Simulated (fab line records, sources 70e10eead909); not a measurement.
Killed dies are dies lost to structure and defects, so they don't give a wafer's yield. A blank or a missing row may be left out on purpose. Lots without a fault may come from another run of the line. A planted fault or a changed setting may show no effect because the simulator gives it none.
fab line records | flow nand_harc
record lots=12 wafers=36 last_day=33
route steps=1302 shown P_STI@88 P_GATE@131 END@1302
lots that met no fault: from a run of the same line without faults
start_h: hours from the record's first day to the start of the lot's first wafer shown | wait_h: hours since the lot's step before | " the same as in the row above | L1.1+2: a row that stands for several wafers | - no value, or no start given | * or withheld: withheld | < > ~ a bound
route shown NAME@n: a module of which the file shows steps, and the number in the route of the first | usual: mean/standard deviation of fault-free wafers | same: alike in all rows | chamber/n: place in a boat | sites: the reading at each site | _std_site: their standard deviation | _edge_site: outer sites' mean less inner sites' | radius_mm: how far each site lies from the wafer's centre | mask NAME#n: copy n | behind: the tool/chamber that last shaped the wafer | hold: why the lot was held/for how many hours/how that ended | device: the transistor (n, p or np) that didn't switch | end of line: the same wafers' tests at the end of the route | a step without rows: its recipe alone | killed: dies lost to structure and defects at the first sort, not the wafer's yield | map: a wafer's dies, x killed, . not, _ none there
set.NAME: the setting as run; set.NAME@STEP: as run at that earlier step | model.NAME: the simulator's own value behind a step, which no gauge read
steps of the route over a sample of lots; a table a step, a row a wafer
services: from which hour (start_h, from the record's first day; less than 0 if before it) a tool's chamber was out of use, for how many hours, and why
## steps
# step NHARC_P_STI_ETCH_42
# recipe target_depth_a=800 overetch_a=240 time_s=61 ion_energy_ev=200 n2_flow_sccm=150 h2_flow_sccm=150 ar_flow_sccm=0 rf_w=400 bias_w=150 chemistry=N2/H2
# usual drypump_motor_current_A=5.8/0.48 oes_product_au=0.997/0.01 rf_fwd_power_W=395.6/1.9 rf_vpp_V=430.7/2.8 showerhead_plenum_p_Torr=2.05/0.099 throttle_valve_pct=14.172/0.0093
# columns lot.wafer tool chamber start_h wait_h drypump_motor_current_A oes_product_au rf_fwd_power_W rf_hours_counter_h rf_vpp_V showerhead_plenum_p_Torr throttle_valve_pct
L594.3 rie_diel-08 2 54.84 0.1 5.4 0.982 391.8 2 434.6 2.20 14.167
L594.2 " 3 " " 5.6 1.007 397.5 2 432.3 2.06 14.172
L594.5 " 1 " " 6.5 0.996 395.4 - 431.4 2.10 14.174
L595.3 rie_diel-03 1 62.97 0.1 5.4 0.994 394.6 13 435.6 2.18 14.187
L595.5 " 2 " " 5.5 1.006 392.9 - 429.3 1.98 14.168
L595.6 " 3 " " 6.4 1.002 395.7 - 433.5 2.10 14.167
L596.4 rie_diel-12 2 75.44 0.1 5.5 0.999 398.0 10 425.9 1.92 14.167
L596.2 " 3 " " 5.6 0.992 397.0 9 430.5 2.03 14.165
L596.6 " 2 " " 5.5 1.000 397.7 - 426.8 1.92 14.172
L600.4 rie_diel-03 2 116.68 0.1 5.5 1.002 393.3 0 429.5 1.98 14.169
L600.2 " 3 " " 6.4 0.994 395.7 0 432.0 2.10 14.172
L600.6 " 2 " " 5.5 1.008 393.1 - 428.5 1.98 14.188
L608.3 rie_diel-03 0 193.45 0.1 5.4 0.985 396.3 8 425.6 1.89 14.180
L608.4 " 1 " " 5.4 0.995 392.0 6 435.4 2.18 14.170
L608.2 " 2 " " 5.5 0.983 396.0 8 428.7 1.98 14.157
L609.4 rie_diel-03 3 202.61 0.1 6.5 0.982 396.0 8 432.1 2.09 14.162
L609.6 " 1 " " 5.5 0.991 394.3 - 434.0 2.18 14.162
L609.5 " 2 " " 5.5 1.001 395.7 - 429.7 1.98 14.171
L610.3 rie_diel-12 0 216.55 0.1 6.2 0.998 399.5 8 430.5 1.99 14.171
L610.4 " 3 " " 5.6 0.993 394.6 6 431.2 2.03 14.170
L610.5 " 1 " " 5.6 0.991 396.9 - 425.9 1.90 14.179
L611.3 rie_diel-08 3 223.00 0.1 5.6 0.990 396.9 2 430.4 2.06 14.174
L611.4 " 0 " " 6.7 0.991 396.0 2 430.3 2.07 14.172
L611.5 " 3 " " 5.6 1.000 397.8 - 430.9 2.06 14.173
L612.1 rie_diel-08 3 233.42 0.1 5.6 1.009 396.6 2 430.5 2.06 14.165
L612.5 " 1 " " 6.6 0.992 396.5 - 433.0 2.10 14.163
L612.6 " 2 " " 5.4 0.994 394.9 - 432.7 2.19 14.169
L614.1 rie_diel-08 3 254.80 0.1 5.6 1.003 395.1 3 431.4 2.06 14.184
L614.4 " 0 " " 6.6 1.003 393.9 3 431.0 2.07 14.176
L614.5 " 1 " " 6.6 1.005 395.6 - 431.9 2.10 14.173
L615.2 rie_diel-12 0 263.06 0.1 6.2 1.016 398.7 9 429.0 1.99 14.186
L615.5 " 0 " " 6.2 1.002 396.3 - 428.4 1.99 14.166
L615.4 " 3 " " 5.6 1.001 394.7 - 429.4 2.03 14.158
L616.1 rie_diel-03 1 273.38 0.1 5.4 0.990 392.7 13 434.0 2.18 14.175
L616.3 " 3 " " 6.4 0.986 393.8 14 431.9 2.09 14.179
L616.5 " 2 " " 5.5 0.999 395.8 - 428.7 1.98 14.171
# step NHARC_P_GATE_HM_DEP_102
# recipe target_thk_a=1200 temp_c=400 material=aC
# usual throttle_valve_pct=35.000/0.009
# columns lot.wafer tool chamber start_h wait_h throttle_valve_pct
L594.2 acl_dep-03 0 109.11 4.9 34.988
L594.3 " 0 " " 35.008
L594.5 " 0 " " 34.983
L595.3 acl_dep-02 0 111.55 0.8 35.003
L595.5 " 0 " " 35.000
L595.6 " 0 " " 34.999
L596.2 acl_dep-01 0 131.42 1.9 35.001
L596.4 " 0 " " 34.999
L596.6 " 0 " " 35.002
L600.2 acl_dep-01 0 168.09 1.2 34.979
L600.4 " 0 " " 35.013
L600.6 " 0 " " 35.000
L608.2 acl_dep-03 0 241.87 4.2 35.016
L608.3 " 0 " " 35.000
L608.4 " 0 " " 35.002
L609.4 acl_dep-01 0 255.57 5.6 35.011
L609.5 " 0 " " 34.995
L609.6 " 0 " " 34.984
L610.3 acl_dep-01 0 267.76 2.1 35.010
L610.4 " 0 " " 35.001
L610.5 " 0 " " 35.008
L611.3 acl_dep-01 0 272.51 2.3 35.001
L611.4 " 0 " " 34.982
L611.5 " 0 " " 35.012
L612.1 acl_dep-01 0 283.19 0.7 35.002
L612.5 " 0 " " 34.999
L612.6 " 0 " " 34.987
L614.1 acl_dep-01 0 306.67 0.4 35.005
L614.4 " 0 " " 34.999
L614.5 " 0 " " 34.990
L615.2 acl_dep-02 0 314.82 3.2 35.010
L615.4 " 0 " " 34.997
L615.5 " 0 " " 35.008
L616.1 acl_dep-01 0 323.39 1.8 34.998
L616.3 " 0 " " 35.002
L616.5 " 0 " " 35.000
# step NHARC_P_GATE_EXPOSE_43
# recipe na=0.6 target_cd_nm=720 dose_mj=14.81 mask_id=P_NSD
# columns lot.wafer tool chamber start_h wait_h mask
L594.2+3+5 krf_scanner-04 0 122.46 - P_NSD#0
L595.3+5+6 krf_scanner-01 0 124.35 - P_NSD#0
L596.2+4+6 krf_scanner-01 0 146.68 - P_NSD#0
L600.2+4+6 krf_scanner-02 0 181.20 - P_NSD_R1#0
L608.2+3+4 krf_scanner-01 0 257.01 - P_NSD#0
L609.4+5+6 krf_scanner-04 0 268.45 - P_NSD#0
L610.3+4+5 krf_scanner-04 0 280.55 - P_NSD#0
L611.3+4+5 krf_scanner-01 0 285.44 - P_NSD#0
L612.1+5+6 krf_scanner-04 0 296.34 - P_NSD#0
L614.1+4+5 krf_scanner-02 0 319.88 - P_NSD#0
L615.2+4+5 krf_scanner-01 0 327.82 - P_NSD#0
L616.1+3+5 krf_scanner-02 0 336.66 - P_NSD#0
# step NHARC_P_GATE_CD_MEAS_46
# recipe target_cd_nm=720 landing_energy_ev=500
# usual cd_nm=719.4/2
# columns lot.wafer tool chamber start_h wait_h cd_nm
L594.2 cd_sem-01 0 122.61 - 720.9
L594.3 " 0 " " 721.0
L594.5 " 0 " " 720.8
L595.3 cd_sem-02 0 124.50 - 717.8
L595.5 " 0 " " 717.9
L595.6 " 0 " " 719.8
L596.2 cd_sem-01 0 146.83 - 718.2
L596.4 " 0 " " 717.1
L596.6 " 0 " " 718.7
L600.2 cd_sem-02 0 181.36 - 680.1
L600.4 " 0 " " 683.8
L600.6 " 0 " " 682.7
L608.2 cd_sem-03 0 257.17 - 716.9
L608.3 " 0 " " 720.0
L608.4 " 0 " " 717.5
L609.4 cd_sem-03 0 268.60 - 720.4
L609.5 " 0 " " 717.8
L609.6 " 0 " " 719.6
L610.3 cd_sem-01 0 280.70 - 721.1
L610.4 " 0 " " 721.2
L610.5 " 0 " " 722.1
L611.3 cd_sem-02 0 285.59 - 718.1
L611.4 " 0 " " 719.6
L611.5 " 0 " " 718.8
L612.1 cd_sem-02 0 296.50 - 722.0
L612.5 " 0 " " 720.0
L612.6 " 0 " " 719.2
L614.1 cd_sem-02 0 320.04 - 720.2
L614.4 " 0 " " 718.0
L614.5 " 0 " " 722.7
L615.2 cd_sem-03 0 327.97 - 716.0
L615.4 " 0 " " 717.8
L615.5 " 0 " " 716.9
L616.1 cd_sem-02 0 336.82 - 717.0
L616.3 " 0 " " 719.0
L616.5 " 0 " " 716.6
# step NHARC_P_GATE_STRIP_112
# recipe power_w=1500 temp_c=110 time_s=200 chemistry=N2/H2
# usual drypump_motor_current_A=5.8/0.41 heater_power_w=84/5.7
# columns lot.wafer tool chamber start_h wait_h drypump_motor_current_A heater_power_w rf_hours_counter_h
L594.2 plasma_asher-01 0 124.94 0.2 5.2 85 25
L594.3 " 1 " " 6.2 81 -
L594.5 " 1 " " 6.2 79 -
L595.3 plasma_asher-01 1 126.89 0.3 6.2 77 -
L595.5 " 1 " " 6.1 77 -
L595.6 " 0 " " 5.2 86 -
L596.2 plasma_asher-01 0 149.21 0.2 5.2 86 29
L596.4 " 0 " " 5.2 87 -
L596.6 " 0 " " 5.2 85 -
L600.2 plasma_asher-02 0 183.69 0.2 5.9 93 22
L600.4 " 1 " " 6.1 80 -
L600.6 " 0 " " 5.8 93 -
L608.2 plasma_asher-02 0 259.72 0.2 5.8 92 0
L608.4 " 0 " " 5.8 93 -
L608.3 " 1 " " 6.1 84 -
L609.4 plasma_asher-02 1 271.04 0.2 6.2 88 -
L609.6 " 0 " " 5.8 93 -
L609.5 " 1 " " 6.2 87 -
L610.4 plasma_asher-02 1 283.06 0.2 6.1 87 -
L610.3 " 0 " " 5.9 93 -
L610.5 " 0 " " 5.9 93 -
L611.3 plasma_asher-01 0 287.97 0.2 5.2 81 -
L611.4 " 1 " " 6.2 74 -
L611.5 " 1 " " 6.2 74 -
L612.1 plasma_asher-02 1 298.79 0.2 6.1 85 8
L612.5 " 1 " " 6.1 86 -
L612.6 " 0 " " 5.8 92 -
L614.1 plasma_asher-01 1 322.33 0.2 6.2 73 29
L614.4 " 1 " " 6.2 75 -
L614.5 " 0 " " 5.2 83 -
L615.2 plasma_asher-01 0 330.27 0.2 5.2 82 32
L615.4 " 1 " " 6.2 75 -
L615.5 " 0 " " 5.2 82 -
L616.1 plasma_asher-02 1 339.00 0.2 6.1 85 16
L616.3 " 1 " " 6.1 84 -
L616.5 " 0 " " 5.8 94 -
# step NHARC_END_SORT_01
# recipe temp_c=25
# usual killed_at_array=53/20 killed_at_other=1/1.2 killed_at_periphery=3.7/2.6 killed_dies=58/20 killed_open=3.5/1.8 killed_short=2.4/1.7
# same gross_dies=677
# columns lot.wafer tool chamber start_h wait_h killed_at_array killed_at_other killed_at_periphery killed_dies killed_open killed_short
L600.6 prober-01 0 649.60 4.0 38 1 5 44 4 3
# killed by level:class
L600.6 A_SLIT:chamber_film_flake=15 A_CHANNEL_HOLE_D2:chamber_film_flake=10 A_WL_FILL:chamber_film_flake=4 A_CONTACT:chamber_film_flake=2 P_CONTACT:geometric_particle:open=1 A_DECK1_JOINT:geometric_particle:short=1 A_DECK1_JOINT:geometric_particle:open=1 A_ONON_D2:geometric_particle:open=1
## services
# columns tool chamber start_h hours kind
krf_scanner-01 - 32.25 6.3 repair
krf_scanner-04 - 52.65 6.1 repair
rie_diel-08 2 58.35 3.5 repair
krf_scanner-01 - 58.57 2.9 repair
rie_diel-08 3 64.97 5.6 repair
krf_scanner-01 - 65.77 0.6 repair
plasma_asher-02 - 72.21 9.0 pm
krf_scanner-04 - 80.15 4.2 repair
rie_diel-08 2 88.60 5.7 repair
rie_diel-03 - 104.30 9.0 pm
krf_scanner-01 - 104.53 4.0 repair
rie_diel-08 1 112.76 9.3 repair
rie_diel-08 3 116.18 9.3 repair
rie_diel-03 1 137.50 13.3 repair
krf_scanner-01 - 140.00 4.0 pm
rie_diel-08 2 148.76 3.6 repair
plasma_asher-01 - 166.15 9.0 pm
acl_dep-01 - 190.29 13.0 pm
plasma_asher-01 - 227.55 1.3 repair
plasma_asher-02 - 249.21 9.0 pm
rie_diel-03 - 281.44 9.0 pm
rie_diel-03 - 303.67 5.1 repair
krf_scanner-01 - 312.00 4.0 pm
rie_diel-03 3 327.46 13.9 repair
## key
first_sign step=NHARC_P_GATE_EXPOSE_43 reading=mask direction=changed
effect step=NHARC_P_GATE_CD_MEAS_46 reading=cd_nm direction=down sigmas=19 usual=719.4 struck=682.2
met_at NHARC_P_GATE_EXPOSE_43
struck_lots L600
tester_left_out L600
not_acting_at NHARC_P_STI_ETCH_42,NHARC_P_GATE_HM_DEP_102,NHARC_P_GATE_STRIP_112
fault kind=wrong_mask tool=any chamber=- onset_h=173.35 steps=NHARC_P_GATE_EXPOSE_43 aux_copy=P_NSD_R1#0 cd_offset_nm=-37.698 scope=struck_lots_only
# tester_left_out: of these lots the tester's yield and bins aren't shown, on N5 and GAA mostly nor the transistor test; their killed dies are dies lost to structure and defects alone, not to doping, threshold or leakage, so they don't give the yield
